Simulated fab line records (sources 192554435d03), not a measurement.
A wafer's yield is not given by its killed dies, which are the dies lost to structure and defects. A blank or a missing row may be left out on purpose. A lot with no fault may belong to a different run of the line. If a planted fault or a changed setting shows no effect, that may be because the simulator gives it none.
A lot that was struck, set against a sound lot	flow n5_finfet	16 out of 1938 route steps
Sound: the wafers L800.1, L800.5, L800.6. Struck: wafer L806.6. (L806.1, L806.4 of the same lot were not struck and are left out.) The cause comes at the end.
At each step with rows: each side's tool, then ch and its chambers, then its first start. Under that, the readings that differ: sound wafers	struck wafers	difference of the means	sigmas: that difference in standard deviations of wafers without a fault.
alike: readings whose means differ by less than 2 such deviations, and words and numbers that are the same on both sides. not compared: withheld readings, readings that some wafer has no value for, bounds like >300 that may hide the same value, and numbers for which the record gives no deviation and whose values overlap.
The two part at a step that has a row with sigmas, a row that says differs or no value, or rows on one side only. Non-overlapping numbers with no deviation appear without sigmas and do not part them. A reading missing from all wafers of one side parts the sides only when that side holds two or more wafers.

N5_HKMG_FIN_ALD_71: deposits TiN, target thk 1 nm, pulse time 1 s, purge time 3 s.
  sound on ald_metal-04 ch 1,2, day 7 05:26; struck on ald_metal-02 ch 1, day 8 18:08
reading	sound	struck	difference	sigmas
heater_power_w (W)	829 861 744	1075	+264	+3
  alike: precursor_pulse_height_rel
then, 2 steps without rows for these wafers: N5_HKMG_FIN_COAT_66 (time 60 s, resist thk 300 nm); N5_HKMG_FIN_ETCH_67 (etches SOC in N2/H2, stops on TiN, target depth 388.9 nm).
N5_HKMG_FIN_STRIP_90: strips SOC in N2/H2, time 20 s.
  sound on rie_diel-01 ch 1,2, day 7 06:00; struck on rie_diel-03 ch 3, day 8 18:34
reading	sound	struck	difference	sigmas
showerhead_plenum_p_Torr (Torr)	3.54 3.54 3.37	3.20	-0.28	-3
throttle_valve_pct (%)	19.3 19.3 19.6	18.5	-0.9	-3
  alike: drypump_motor_current_A, oes_product_au, power_w, rf_vpp_V
  not compared: rf_hours_counter_h
then, 2 steps without rows for these wafers: N5_HKMG_FIN_WET_ETCH_73 (etches the open film in SC1, time 42.3 s, target depth 1.3 nm, rinse time 30 s); N5_HKMG_FIN_ETCHBACK_68 (etches the open film in Cl2/Ar, stops on HfO2, target depth 0.5 nm).
N5_HKMG_FIN_STRIP_69: strips in N2/H2, time 360 s.
  sound on plasma_asher-02 ch 0,1, day 7 06:18; struck on plasma_asher-01 ch 0, day 8 18:56
  alike: drypump_motor_current_A, heater_power_w
  not compared: rf_hours_counter_h
N5_HKMG_FIN_ALD_21: deposits TiN, target thk 1.5 nm, pulse time 1 s, purge time 3 s.
  sound on ald_metal-02 ch 2,3, day 7 06:41; struck on ald_metal-02 ch 2, day 8 19:19
  alike: heater_power_w, precursor_pulse_height_rel
then, 4 steps without rows for these wafers: N5_HKMG_FIN_ALD_72 (deposits W, target thk 2 nm, pulse time 1 s, purge time 2 s); N5_HKMG_FIN_W_FILL_22 (material W, target thk 60 nm, time 18.2 s); N5_HKMG_FIN_PRECLEAN_83 (cleans in DIW, time 57.5 s); N5_HKMG_FIN_SRD_84 (dry time 32 s).
N5_HKMG_FIN_CMP_23: polishes, stops on SiNx, t overpolish 10 s, target thk 46.326 nm.
  sound on cmp-04 ch 2,3, day 7 07:18; struck on cmp-04 ch 3, day 8 19:52
reading	sound	struck	difference	sigmas
overpolish_run_s (s)	10.001 9.990 10.007	9.041	-0.958	-99
time_to_endpoint_s (s)	4.7 13.0 5.5	19.5	+11.8	+4
  alike: motor_current_A, retaining_ring_pressure_frac
  not compared: pad_life_wafers
N5_HKMG_FIN_CMP_94: polishes, stops on SiNx, t overpolish 4.7 s, target thk 43.299 nm.
  sound on cmp-04 ch 2,3, day 7 07:44; struck on cmp-04 ch 3, day 8 20:21
  alike: motor_current_A, retaining_ring_pressure_frac
  not compared: pad_life_wafers
-- record jumps: 7 days separate the struck wafers' starts on either side; left off in module HKMG_FIN, taken up again in module BEOL_M4, whose first shown step is the route's number 1111 --
N5_BEOL_M4_RC_MEAS_101:
  sound on prober-02 ch 0, day 13 09:08; struck on prober-02 ch 0, day 15 19:31
  alike: DIBL_N, DIBL_P, IOFF_N, IOFF_P, ION_N, ION_P, SS_N, SS_P, VT_N, VT_P
-- here the record skips 6 days between the struck wafers' starts before and after, leaving off in module BEOL_M4 and picking up in module PASSIVATION (first step shown: number 1936 of the route) --
N5_PASSIVATION_PROBE_49:
  struck on prober-02, day 21 11:46; sound on prober-02, day 18 21:08
reading	sound	struck	difference	sigmas
killed_at_M0_to_M3	39 32 32	11	-23	-2
  alike: defect_limited_yield, killed_at_M4_up, killed_at_contacts, killed_at_front_end, killed_at_other, killed_dies, killed_open, killed_short, sort_bin_5_function, sort_bin_6_memory, sort_bin_8_speed, sort_n_pass, sort_yield_pct

== WHERE THEY PART ==
Last at N5_PASSIVATION_PROBE_49 as far as this record goes, first at N5_HKMG_FIN_ALD_71.

WHY: whatever the simulator had introduced
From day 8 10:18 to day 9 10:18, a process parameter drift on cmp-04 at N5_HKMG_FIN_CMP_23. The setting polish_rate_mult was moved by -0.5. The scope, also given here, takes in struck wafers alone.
